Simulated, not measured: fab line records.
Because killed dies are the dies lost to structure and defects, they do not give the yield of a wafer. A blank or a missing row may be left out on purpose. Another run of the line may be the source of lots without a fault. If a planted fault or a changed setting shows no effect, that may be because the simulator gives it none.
The same fault as seen by 2 desks ; flow nand-harc ; only its own numbers are on each desk; what lay behind them is given at the end

== THE METROLOGY DESK ==
What the gauges read for every lot (on any tool): the sampled wafers with a number, averaged. The brackets show how far a lot's mean lies from the usual mean; more than 4 standard deviations puts the lot out of limits, marked OUT.
Columns: A = cd-nm at NHARC_A_CHANNEL_HOLE_D1_CD_MEAS_18, usual 99.4 nm
lot;first seen here;A
L987;day 8 08:23;99.3
L996;day 12 06:27;99.6
L997;day 12 21:56;100.0
L998;day 12 23:58;99.6
L999;day 13 10:00;100.1
L101;day 14 18:26;99.4
L103;day 15 01:54;97.6
L104;day 15 14:05;99.6
L105;day 15 20:49;99.1
L107;day 16 23:25;98.7
L108;day 17 08:11;99.7
L110;day 18 01:28;99.1
Finding of this desk: none of the 12 lots has anything out of limits.

== DESK OF THE TOOL OWNER: rie-diel-08 ==
The tool's own readings at NHARC_A_CHANNEL_HOLE_D1_ETCH_38 (etches the open film in CF4, target depth 39 nm, time 65 s): means of the sampled wafers that have a number, for each lot that ran on this tool. The brackets show how far a lot's mean lies from the usual mean; more than 4 standard deviations puts the lot out of limits, marked OUT.
Columns: A = drypump-motor-current-A at NHARC_A_CHANNEL_HOLE_D1_ETCH_38, usual 5.6 A; B = oes-product-au at NHARC_A_CHANNEL_HOLE_D1_ETCH_38, usual 1.001 a.u.; C = rf-vpp-V at NHARC_A_CHANNEL_HOLE_D1_ETCH_38, usual 151.0 V; D = run-length-s at NHARC_A_CHANNEL_HOLE_D1_ETCH_38, usual 86.4 s; E = showerhead-plenum-p-Torr at NHARC_A_CHANNEL_HOLE_D1_ETCH_38, usual 1.75 Torr; F = throttle-valve-pct at NHARC_A_CHANNEL_HOLE_D1_ETCH_38, usual 13.283 %
lot;first seen here;A;B;C;D;E;F
L987;day 8 07:21;5.5;1.002;151.0;86.2;1.76;13.290
L996;day 12 05:26;5.6;1.008;150.1;80.3 (-12) OUT;1.72;13.281
L997;day 12 20:55;5.5;0.999;150.9;80.7 (-12) OUT;1.78;13.284
L998;day 12 22:56;5.6;1.004;151.6;80.8 (-11) OUT;1.76;13.287
L105;day 15 19:47;5.5;1.004;151.2;86.1;1.76;13.275
L107;day 16 22:25;5.6;0.994;151.4;86.4;1.75;13.282
L108;day 17 07:10;5.8;1.002;150.2;86.2;1.70;13.288
L110;day 18 00:08;5.5;0.991;151.6;86.4;1.77;13.289
Finding of this desk: L996, L997, L998 out of limits; the first was L996 at day 12 05:26, on run-length-s at NHARC_A_CHANNEL_HOLE_D1_ETCH_38. L987, L105, L107, L108, L110 stayed within limits.

== BROUGHT TOGETHER ==
The tool owner's desk had the chance to raise an alarm at day 12 05:26 on L996, L997, L998.
The metrology desk saw nothing out of limits.
The metrology desk has L996, L997, L998 on record, within its limits.
The lots listed all ran NHARC_A_CHANNEL_HOLE_D1_ETCH_38 on rie-diel-08.

== WHAT HAD BEEN PUT IN BY THE SIMULATOR ==
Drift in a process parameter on rie-diel-08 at NHARC_A_CHANNEL_HOLE_D1_ETCH_38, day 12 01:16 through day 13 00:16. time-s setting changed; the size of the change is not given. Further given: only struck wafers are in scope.
Shown lots that were struck: L996, L997, L998.
Time in hours from fault onset to the first out-of-limits reading at each desk: the tool owner's desk, 4.
